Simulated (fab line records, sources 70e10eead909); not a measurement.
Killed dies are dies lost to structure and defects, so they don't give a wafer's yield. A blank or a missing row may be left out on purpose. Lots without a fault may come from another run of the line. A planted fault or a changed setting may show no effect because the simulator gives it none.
Chamber matching | flow nand_harc | NHARC_A_STAIRCASE_DEP_151 on pecvd-02: 3 sister chambers
The step deposits SiO2, target thk 7200 nm. 3 wafers are shown with their chamber, then 8 later ones without.

WAFERS WITH THEIR CHAMBER
wafer  | chamber | heater_power_w (W)
L089.1 | 2       | 779
L089.3 | 0       | 791
L089.4 | 1       | 533

WAFERS WITHOUT THEIR CHAMBER
wafer  | heater_power_w (W)
L089.5 | 629
L089.6 | 657
L090.1 | 546
L090.4 | 654
L090.5 | 620
L097.2 | 544
L097.4 | 654
L097.5 | 605

WHICH CHAMBER EACH WENT THROUGH
wafer  | from the rows above          | in truth
L089.5 | can't be placed: 1 or 2 or 0 | 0
L089.6 | can't be placed: 2 or 1 or 0 | 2
L090.1 | 1                            | 1
L090.4 | can't be placed: 1 or 2 or 0 | 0
L090.5 | can't be placed: 1 or 2 or 0 | 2
L097.2 | 1                            | 1
L097.4 | can't be placed: 1 or 2 or 0 | 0
L097.5 | can't be placed: 1 or 2 or 0 | 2
Placed correctly: 2 of 8. Can't be placed from these rows: 6 (the true chamber is among the candidates in 6). Placed wrongly: 0.
How it was worked out, from the rows above alone: a wafer's distance from a chamber is the root of the sum, over the readings, of the square of ((its reading less the chamber's mean) divided by the reading's scatter). The wafer belongs to the nearest chamber; if the next one is less than 2 further off, it can't be placed. A chamber's mean is the mean of its shown wafers. The scatter: with one shown wafer a chamber, the root of the mean of the squares of how far each hidden wafer lies from its nearest shown one.
